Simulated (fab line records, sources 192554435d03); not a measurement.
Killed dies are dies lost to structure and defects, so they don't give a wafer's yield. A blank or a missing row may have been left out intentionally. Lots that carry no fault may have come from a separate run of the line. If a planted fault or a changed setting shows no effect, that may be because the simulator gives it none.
Chamber matching ; flow n5_finfet ; N5_BEOL_M9_DESCUM_33 on rie_diel-03 has 4 sister chambers
The step chemistry O2, time 7 s. 22 wafers are shown with their chamber, then 11 later ones without.

WAFERS, EACH WITH ITS CHAMBER
wafer;chamber;drypump_motor_current_A (A);showerhead_plenum_p_Torr (Torr);oes_product_au (a.u.)
L075.2;1;6.2;2.00;0.70
L075.3;0;5.4;2.05;0.71
L075.6;3;5.2;2.07;0.74
L079.1;0;5.4;2.05;0.69
L079.2;3;5.2;2.07;0.74
L079.4;0;5.4;2.05;0.70
L082.2;0;5.4;2.05;0.70
L082.3;3;5.2;2.06;0.73
L082.6;1;6.2;1.99;0.69
L081.1;0;5.4;2.05;0.69
L081.3;2;5.5;2.24;0.88
L081.6;3;5.2;2.06;0.72
L083.3;1;6.2;1.99;0.69
L083.4;3;5.2;2.06;0.72
L083.5;1;6.2;1.99;0.68
L086.2;2;5.5;2.24;0.87
L086.3;0;5.4;2.05;0.69
L086.4;3;5.3;2.06;0.72
L088.2;1;6.2;1.99;0.68
L088.4;2;5.5;2.24;0.87
L088.6;0;5.4;2.04;0.67
L090.4;0;5.4;2.04;0.68

SIGNATURES, as means of the wafers listed above
reading;chamber 0;chamber 1;chamber 2;chamber 3;scatter within a chamber
drypump_motor_current_A;5.400;6.200;5.500;5.217;0.0215
showerhead_plenum_p_Torr;2.0475;1.9920;2.2400;2.0633;0.00449
oes_product_au;0.6912;0.6880;0.8733;0.7283;0.0103
Rule: distance of a wafer from a chamber = root of the sum over the readings of ((wafer's reading minus chamber's mean) / reading's scatter) squared. The wafer belongs to the nearest chamber; if the next one is less than 2 further off, it can't be placed. The scatter is the square root of a quotient: the sum, over the shown wafers, of each reading's squared deviation from its chamber's mean, divided by wafers minus chambers.

WAFERS WITH NO CHAMBER GIVEN
wafer;drypump_motor_current_A (A);showerhead_plenum_p_Torr (Torr);oes_product_au (a.u.)
L090.5;5.4;2.04;0.68
L090.6;5.2;2.06;0.71
L092.1;5.4;2.04;0.68
L092.2;5.2;2.06;0.71
L092.4;6.2;1.99;0.68
L094.4;5.5;2.23;0.84
L094.5;5.2;2.06;0.71
L094.6;5.4;2.04;0.67
L097.3;5.4;2.04;0.67
L097.4;6.2;1.98;0.67
L097.6;5.2;2.05;0.71

THE CHAMBER EACH PASSED THROUGH
wafer;from the rows above;in truth
L090.5;0;0
L090.6;3;3
L092.1;0;0
L092.2;3;3
L092.4;1;1
L094.4;2;2
L094.5;3;3
L094.6;0;0
L097.3;0;0
L097.4;1;1
L097.6;3;3
Correct placement for 11 of the 11. Left unplaced by these rows: 0. Number placed wrongly: 0.
